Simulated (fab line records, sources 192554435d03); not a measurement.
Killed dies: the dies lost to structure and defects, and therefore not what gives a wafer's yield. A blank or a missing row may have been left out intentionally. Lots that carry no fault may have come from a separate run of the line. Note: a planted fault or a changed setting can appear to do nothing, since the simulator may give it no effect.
Lot-split experiment	flow n5Finfet	on a route of 1938 steps: 7 lots, 21 wafers read

== SPLIT DETAILS ==
At N5_BEOL_M11_TRENCH_ETCH_37 (etches SiCOH lowk in C4F6/O2, target depth 148.83 nm, time 48 s), the setting biasW was moved away from the recipe's 185 W on 10 of the 21 wafers read, by -10.6% to +17.4%. This setting was run at the recipe's value on the other wafers.

The split's own step is where the reading is taken.

== THE READING ==
rfVppV, in V, at N5_BEOL_M11_TRENCH_ETCH_37 (etches SiCOH lowk in C4F6/O2, target depth 148.83 nm, time 48 s). Fault-free wafers of this fab line usually give 667 V, standard deviation 5.6 V.

wafer	tool, chamber at the split	biasW as run, W	against the recipe	rfVppV, V	against lot-mates on the recipe
L076.3	rieDiel-01, 3	185	recipe	667	-
L076.5	rieDiel-01, 1	196.4	+6.2%	692	+25
L076.6	rieDiel-01, 0	196.4	+6.2%	704	+37
L075.3	rieDiel-01, 2	196.5	+6.2%	711	+35
L075.4	rieDiel-01, 2	185	recipe	679	-
L075.6	rieDiel-01, 0	185	recipe	673	-
L077.1	rieDiel-02, 0	215.1	+16.3%	743	+76
L077.2	rieDiel-02, 3	215.1	+16.3%	751	+84
L077.3	rieDiel-02, 2	185	recipe	667	-
L080.2	rieDiel-02, 3	166.3	-10.1%	612	-54
L080.3	rieDiel-02, 2	185	recipe	666	-
L080.5	rieDiel-02, 3	166.3	-10.1%	612	-54
L081.3	rieDiel-02, 1	185	recipe	667	-
L081.5	rieDiel-02, 1	185	recipe	666	-
L081.6	rieDiel-02, 2	185	recipe	665	-
L083.1	rieDiel-05, 0	185	recipe	660	-
L083.3	rieDiel-05, 2	165.3	-10.6%	616	-44
L083.4	rieDiel-05, 1	165.3	-10.6%	608	-52
L093.1	rieDiel-01, 3	217.1	+17.4%	755	+84
L093.4	rieDiel-01, 0	185	recipe	672	-
L093.5	rieDiel-01, 0	185	recipe	671	-

THE FIT
A straight line over all 21 wafers: rfVppV changes by +5.13 V for each +1% of biasW; r = +0.99; the points scatter about the line by 5.6 V.
The same after taking each lot's own level away (the mean of its wafers on the recipe; 21 wafers): +4.91 V for each +1%; r = +1.00; scatter 3.7 V.
On that fit, the largest move of biasW shifts the reading by 85 V.
Measured against the standard deviation above, the lots' own levels, which go from 660.0 to 676.0 V, span 2.9 times it.
The two slopes are in agreement: the lot-to-lot level therefore moves the slope only a little.
Check: +86 V against its lot-mates is what the line predicts for one of the wafers moved furthest among these (+17.4%) when that wafer is left out of the fit. Against them it came out at +83.5 V.
Tool readings at the split's step, against how far the setting was moved: rfVppV r = +0.99.

== THE OTHER SPLITS THESE WAFERS WENT THROUGH ==
Note: prior to the reading, these wafers also went through further splits. Each is held against what the fit with the lots' levels taken away leaves over:
other split on the same wafers	wafers away from the commonest value	r with rfVppV (lot level and that fit taken away)
N5_BEOL_M10_COAT_63 spinRpm	4	+0.15
N5_BEOL_M10_EXPOSE_25 doseMj	12	+0.05
N5_BEOL_M11_ETCH_66 timeS	7	-0.04

== THE FILE'S OWN FIT ==
rfVppV changes by +4.93 V for each +1% of biasW, r = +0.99.
